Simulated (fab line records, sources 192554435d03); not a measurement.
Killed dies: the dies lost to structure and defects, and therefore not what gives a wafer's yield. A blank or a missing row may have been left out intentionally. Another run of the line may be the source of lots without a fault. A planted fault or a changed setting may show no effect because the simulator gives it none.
Code-filled problem report in 8D (eight disciplines) form -- flow n5 finfet -- the parts of the form that need people (team, actions taken, sign-off) are left out

== 1. PROBLEM STATEMENT ==
At N5_PMOS_HMC_CHANNEL_EPI_COAT_03, spin speed rpm averages 1577.4 rpm over 6 wafers from 2 lots, while fault-free wafers read 1499.9 rpm, standard deviation 0.89. That puts it +87 standard deviations away from the usual mean.
The step: resist thk 205 nm.
First observed at day 5 17:10: wafer L630.3, on litho track-05. The record has a number at this step for 31 wafers belonging to 11 lots. The rule behind "out" and "out of limits": a value lying over 4 standard deviations away from the usual mean. Any other wafer with a number is counted as sound.

== 2. WHAT IT IS AND WHAT IT IS NOT ==
question,is,is not
which readings at this step,spin speed rpm,-
which lots,"L630, L631","L614, L615, L617, L622, L623, L626, L633, L634, L637"
which wafers of those lots,all that have a number,-
read on which tools,litho track-05,litho track-02
when,from day 5 17:10,"up to then (18 sound wafers); but 7 sound wafers of L633, L634, L637 came after"

== 3. THE SUSPECTS, EACH WITH WHAT RULES IT OUT ==
Counting: any tool at a process step up to the reading is kept as a suspect provided that every lot that is out went through it and no sound lot did after the first of them.
- litho track-05 at N5_PMOS_HMC_CHANNEL_EPI_COAT_03 (resist thk 205 nm): kept. It processed each lot that is out, first L630 at day 5 17:10, and no sound lot thereafter; up to then, the last sound lot it processed was L626 at day 4 16:59. On those wafers its own readings are out: spin speed rpm.
The count leaves litho track-05 at N5_PMOS_HMC_CHANNEL_EPI_COAT_03.

== 4. THE CAUSE (what the simulator had put in) ==
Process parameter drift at N5_PMOS_HMC_CHANNEL_EPI_COAT_03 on litho track-05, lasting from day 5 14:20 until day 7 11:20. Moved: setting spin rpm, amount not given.
This tool alone remained once counting was done.

== 5. SEQUENCE OF EFFECTS, ordered by route ==
Each row: a reading whose mean over the struck wafers that have a number lies more than 3 standard deviations from the usual. Scope: only readings with a usual standard deviation given in the record; hours: median across lots of the time from each lot's start at the first step in this table that gives one to its start at this step; sigmas: change in usual standard deviations.
hours,step,reading,usual,on struck wafers,change,sigmas
0,N5_PMOS_HMC_CHANNEL_EPI_COAT_03,spin speed rpm,1499.9 rpm,1577.4,+77.5,+87
Process steps it contains:
- N5_PMOS_HMC_CHANNEL_EPI_COAT_03: resist thk 205 nm.
Later steps that measure or inspect, where all struck wafers having a row at the step show a number for every such reading and not one has moved that far: N5_BEOL_M4_RC_MEAS_101.

== 6. HOW IT WOULD HAVE BEEN CAUGHT EARLIER ==
In this record no reading fell out of limits until day 5 17:10, 3 hours after the fault had begun at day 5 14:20.
